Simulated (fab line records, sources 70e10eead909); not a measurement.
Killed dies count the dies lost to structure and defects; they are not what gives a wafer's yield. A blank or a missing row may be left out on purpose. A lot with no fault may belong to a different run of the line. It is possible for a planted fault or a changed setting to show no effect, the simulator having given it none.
A lot that was struck, set against a sound lot + flow nand-harc + 15 out of 1302 route steps
Sound: wafers L467.2, L467.4, L467.6. Wafers struck: L473.3, L473.5, L473.6. Last of all comes the cause.
At each step with rows: each side's tool, then ch and its chambers, then its first start. Under that, the readings that differ: sound wafers + struck wafers + difference of the means + sigmas: that difference in standard deviations of wafers without a fault.
alike: same words and numbers on both sides, and readings whose means sit less than 2 such deviations apart. not compared: any withheld reading, any reading some wafer has no value for, any bound like >300 that may hide the same value, and any number with overlapping values for which the record gives no deviation.
Wherever a step has rows on one side only, a row that says differs or no value, or a row with sigmas, the two part there. When numbers do not overlap yet have no deviation, they are printed without sigmas and do not part them. Lack of a reading on every wafer of one side parts them only where that side has two or more wafers.

first, 2 steps without rows for these wafers: NHARC_A_CONTACT_ETCH_111 (etches the open film in C4F8/O2/Ar, time 140 s, target depth 700 nm); NHARC_A_CONTACT_ETCH_112 (etches the open film in C4F8/O2/Ar, time 190 s, target depth 1850 nm).
NHARC_A_CONTACT_ETCH_113: etches the open film in C4F8/O2/Ar, time 190 s, target depth 1850 nm.
  sound on har-cap-etch-01 ch 0,1, day 25 22:10; struck on har-cap-etch-01 ch 0,1, day 28 02:08
  alike: chamber-pressure-mTorr, oes-air-line-au
  not compared: rf-hours-counter-h
NHARC_A_CONTACT_ETCH_114: etches the open film in C4F8/O2/Ar, time 190 s, target depth 1850 nm.
  sound on har-cap-etch-01 ch 0,1, day 25 22:20; struck on har-cap-etch-01 ch 0,1, day 28 02:18
  alike: chamber-pressure-mTorr, oes-air-line-au
  not compared: rf-hours-counter-h
then, 1 step without rows for these wafers: NHARC_A_CONTACT_ETCH_115 (etches the open film in C4F8/O2/Ar, time 190 s, target depth 1850 nm).
NHARC_A_CONTACT_ETCH_116: etches the open film in C4F8/O2/Ar, time 190 s, target depth 1850 nm.
  sound on har-cap-etch-01 ch 0,1, day 25 22:40; struck on har-cap-etch-01 ch 0,1, day 28 02:39
  alike: chamber-pressure-mTorr, oes-air-line-au
  not compared: rf-hours-counter-h
then, 4 steps without rows for these wafers: NHARC_A_CONTACT_ETCH_117 (etches the open film in C4F8/O2/Ar, time 190 s, target depth 1850 nm); NHARC_A_CONTACT_ETCH_118 (etches the open film in C4F8/O2/Ar, time 190 s, target depth 1850 nm); NHARC_A_CONTACT_ETCH_119 (etches the open film in C4F8/O2/Ar, time 190 s, target depth 1850 nm); NHARC_A_CONTACT_ETCH_120 (etches the open film in C4F8/O2/Ar, time 190 s, target depth 1850 nm).
NHARC_A_CONTACT_ETCH_121: etches the open film in C4F8/O2/Ar, time 190 s, target depth 1850 nm.
  sound on har-cap-etch-01 ch 0,1, day 25 23:31; struck on har-cap-etch-01 ch 0,1, day 28 03:30
  alike: chamber-pressure-mTorr, oes-air-line-au
  not compared: rf-hours-counter-h
NHARC_A_CONTACT_ETCH_122: etches the open film in C4F8/O2/Ar, time 190 s, target depth 1850 nm.
  sound on har-cap-etch-01 ch 0,1, day 25 23:42; struck on har-cap-etch-01 ch 0,1, day 28 03:40
  alike: chamber-pressure-mTorr, oes-air-line-au
  not compared: rf-hours-counter-h
NHARC_A_CONTACT_ETCH_123: etches the open film in C4F8/O2/Ar, time 490 s, target depth 2110 nm.
  sound on har-cap-etch-01 ch 0,1, day 25 23:55; struck on har-cap-etch-01 ch 0,1, day 28 04:01
  no value came back on the struck wafers for chamber-pressure-mTorr (mTorr), oes-air-line-au (a.u.); on the sound wafers chamber-pressure-mTorr (mTorr) reads 20.003 20.029 19.982
  not compared: rf-hours-counter-h
then, 1 step without rows for these wafers: NHARC_A_CONTACT_ETCH_90 (etches the open film in CH3F/O2, target depth 40 nm, time 85.7 s).
-- record jumps: 3 days between struck wafers' starts before vs after; left off in module A_CONTACT, resumes in module END, first step shown is number 1302 of the route --
NHARC_END_SORT_01:
  the record has rows for the struck wafers here (prober-01 ch 0, day 31 07:14) and none for the sound ones

== WHERE THEY PART ==
Last at NHARC_END_SORT_01 as far as this record goes, first at NHARC_A_CONTACT_ETCH_123.

WHY: whatever the simulator had introduced
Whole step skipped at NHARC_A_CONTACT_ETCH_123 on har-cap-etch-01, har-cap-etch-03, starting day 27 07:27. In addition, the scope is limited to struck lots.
